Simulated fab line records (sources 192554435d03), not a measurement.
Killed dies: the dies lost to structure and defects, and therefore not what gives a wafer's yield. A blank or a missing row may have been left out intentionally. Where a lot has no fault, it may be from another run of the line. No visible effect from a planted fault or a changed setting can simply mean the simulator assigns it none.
Matching of chambers    flow n5 finfet    rie si-04 running N5_PMOS_HMC_CHANNEL_EPI_FIN_RECESS_16: 4 sister chambers
The step chemistry HBr/Cl2, target Si, target depth 54 nm, time 18 s. 18 wafers are shown with their chamber, then 9 later ones without.

WAFERS WITH THEIR CHAMBER
wafer   chamber  drypump motor current A (A)  oes product au (a.u.)  mfc cl2 sccm (sccm)
L077.1  2        5.4                          0.973                  80.00
L077.2  1        5.9                          0.986                  80.14
L077.4  0        6.4                          1.014                  80.02
L078.1  1        6.0                          0.978                  80.17
L078.5  1        5.9                          0.988                  80.26
L078.6  0        6.4                          1.013                  80.20
L079.2  0        6.4                          1.030                  80.08
L079.3  1        6.0                          0.990                  79.72
L079.5  0        6.4                          1.030                  79.96
L083.3  0        6.4                          1.027                  80.08
L083.4  2        5.3                          0.978                  79.51
L083.6  0        6.4                          1.024                  79.87
L092.1  0        6.4                          1.025                  79.82
L092.2  3        6.0                          1.008                  79.90
L092.4  1        6.0                          0.993                  79.90
L093.1  3        6.0                          1.009                  80.18
L093.4  0        6.4                          1.025                  80.08
L093.5  3        6.0                          1.008                  79.91

SIGNATURES, as means of the wafers listed above
reading                  chamber 0  chamber 1  chamber 2  chamber 3  scatter within a chamber
drypump motor current A  6.400      5.960      5.350      6.000      0.0348
oes product au           1.02350    0.98700    0.97550    1.00833    0.00563
mfc cl2 sccm             80.0138    80.0380    79.7550    79.9967    0.185
Rule: for a wafer and a chamber, the distance is found by dividing, reading by reading, the gap between the wafer's reading and the chamber's mean by the reading's scatter, squaring, summing and taking the root. If the next closest chamber is less than 2 further off than the closest, the wafer can't be placed; otherwise it belongs to the closest. The scatter: take each reading less its chamber's mean, square it, sum over the shown wafers, divide by the number of wafers less the number of chambers, and take the root.

WAFERS WITH NO CHAMBER GIVEN
wafer   drypump motor current A (A)  oes product au (a.u.)  mfc cl2 sccm (sccm)
L094.4  5.4                          0.986                  79.89
L094.5  5.4                          0.986                  79.92
L094.6  6.0                          1.010                  79.88
L096.1  6.4                          1.010                  80.36
L096.5  6.0                          0.972                  79.69
L096.6  5.4                          0.974                  79.81
L097.1  6.0                          1.015                  80.03
L097.2  5.4                          0.977                  79.57
L097.6  5.9                          0.993                  80.19

THE CHAMBER EACH PASSED THROUGH
wafer   from the rows above      in truth
L094.4  2                        2
L094.5  2                        2
L094.6  3                        3
L096.1  0                        0
L096.5  1                        1
L096.6  2                        2
L097.1  3                        3
L097.2  2                        2
L097.6  can't be placed: 1 or 3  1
8 of 9 placed correctly. Can't be placed from these rows: 1 (the true chamber is among the candidates in 1). Number placed wrongly: 0.
